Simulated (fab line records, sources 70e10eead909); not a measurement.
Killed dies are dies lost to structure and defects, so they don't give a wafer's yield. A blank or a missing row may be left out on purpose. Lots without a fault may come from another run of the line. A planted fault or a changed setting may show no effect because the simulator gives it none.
Which tool did it? | flow nand_harc | 14 lots, 42 wafers sampled, at 1 step of a route of 1302

WHAT THE GAUGES READ, wafer by wafer
NHARC_P_ZERO_WELL_CD_MEAS_11: target cd 500 nm. Usual: cd_nm 500.0 nm, standard deviation 1.5.
lot  | measured     | on        | cd_nm (nm)        | flag
L425 | day 2 07:18  | cd_sem-02 | 501.5 499.4 499.9 |
L428 | day 3 13:07  | cd_sem-01 | 498.9 499.4 498.1 |
L429 | day 3 23:14  | cd_sem-02 | 499.4 499.9 501.6 |
L430 | day 4 09:07  | cd_sem-03 | 497.8 498.9 496.9 |
L431 | day 4 19:07  | cd_sem-02 | 497.6 498.6 498.8 |
L435 | day 6 11:08  | cd_sem-03 | 499.3 498.5 500.4 |
L436 | day 6 21:14  | cd_sem-02 | 499.1 499.8 499.8 |
L437 | day 7 07:14  | cd_sem-03 | 498.3 498.5 498.2 |
L441 | day 8 23:26  | cd_sem-01 | 500.8 501.4 502.1 |
L443 | day 9 19:16  | cd_sem-02 | 500.2 499.1 498.8 |
L444 | day 10 05:14 | cd_sem-02 | 501.2 499.6 499.9 |
L445 | day 10 15:15 | cd_sem-03 | 500.3 499.8 499.1 |
L446 | day 11 01:14 | cd_sem-01 | 501.4 501.1 500.2 |
L447 | day 11 11:14 | cd_sem-01 | 500.8 500.1 498.3 |

WHICH TOOL RAN EACH LOT (tool, then ch and the chambers of the sampled wafers, then the start)
The record holds no process step before these readings.

WHAT THE TOOLS THEMSELVES READ (means of the sampled wafers that have a number; where no wafer has one, the mark that the record gives instead)
The record holds no such reading with a usual standard deviation.

THE ANSWER, worked out from the rows above alone
Rule: a lot is off if the mean of its wafers that have a number lies more than 3 standard deviations from the usual mean. A lot without any number at a reading at which 4 lots or more have one is off too. The other lots that the step has rows for count as sound. The gauges are gone through in route order, then the tools' own readings, and for those a lot's mean is taken as printed above. The first step at which some lot is off is used, and at that step the reading that is off furthest; a lot without a number counts as furthest.
No lot is off at any reading shown: from this, nothing can be told.

WHAT THE SIMULATOR HAD PUT IN
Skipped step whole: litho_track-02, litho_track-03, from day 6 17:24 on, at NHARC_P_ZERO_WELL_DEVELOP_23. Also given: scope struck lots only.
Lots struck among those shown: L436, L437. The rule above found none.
